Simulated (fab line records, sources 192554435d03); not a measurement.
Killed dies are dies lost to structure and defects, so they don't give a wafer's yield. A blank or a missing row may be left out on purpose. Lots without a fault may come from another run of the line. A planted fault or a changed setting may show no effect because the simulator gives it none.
Chamber matching | flow n5_finfet | N5_BEOL_M6_ETCH_66 on rie_diel-01: 3 sister chambers
The step etches SOC in N2/H2, target depth 80 nm, overetch 16 nm, time 120 s. 6 wafers are shown with their chamber, then 5 later ones without.

WAFERS WITH THEIR CHAMBER
wafer  | chamber | throttle_valve_pct (%) | oes_product_au (a.u.)
L076.6 | 0       | 17.77                  | 0.69
L085.6 | 1       | 17.52                  | 0.53
L089.4 | 2       | 17.90                  | 0.69
L089.5 | 0       | 17.81                  | 0.65
L088.1 | 2       | 17.90                  | 0.67
L088.2 | 1       | 17.52                  | 0.52

WAFERS WITHOUT THEIR CHAMBER
wafer  | throttle_valve_pct (%) | oes_product_au (a.u.)
L088.3 | 17.83                  | 0.64
L093.1 | 17.92                  | 0.66
L093.2 | 17.53                  | 0.52
L093.5 | 17.53                  | 0.52
L094.5 | 17.85                  | 0.64

WHICH CHAMBER EACH WENT THROUGH
wafer  | from the rows above     | in truth
L088.3 | can't be placed: 0 or 2 | 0
L093.1 | 2                       | 2
L093.2 | 1                       | 1
L093.5 | 1                       | 1
L094.5 | can't be placed: 2 or 0 | 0
Placed correctly: 3 of 5. Can't be placed from these rows: 2 (the true chamber is among the candidates in 2). Placed wrongly: 0.
How it was worked out, from the rows above alone: a wafer's distance from a chamber is the root of the sum, over the readings, of the square of ((its reading less the chamber's mean) divided by the reading's scatter). The wafer belongs to the nearest chamber; if the next one is less than 2 further off, it can't be placed. A chamber's mean is the mean of its shown wafers. The scatter: the root of (the sum of the squares of (reading less its chamber's mean) over the shown wafers, divided by (wafers less chambers)).
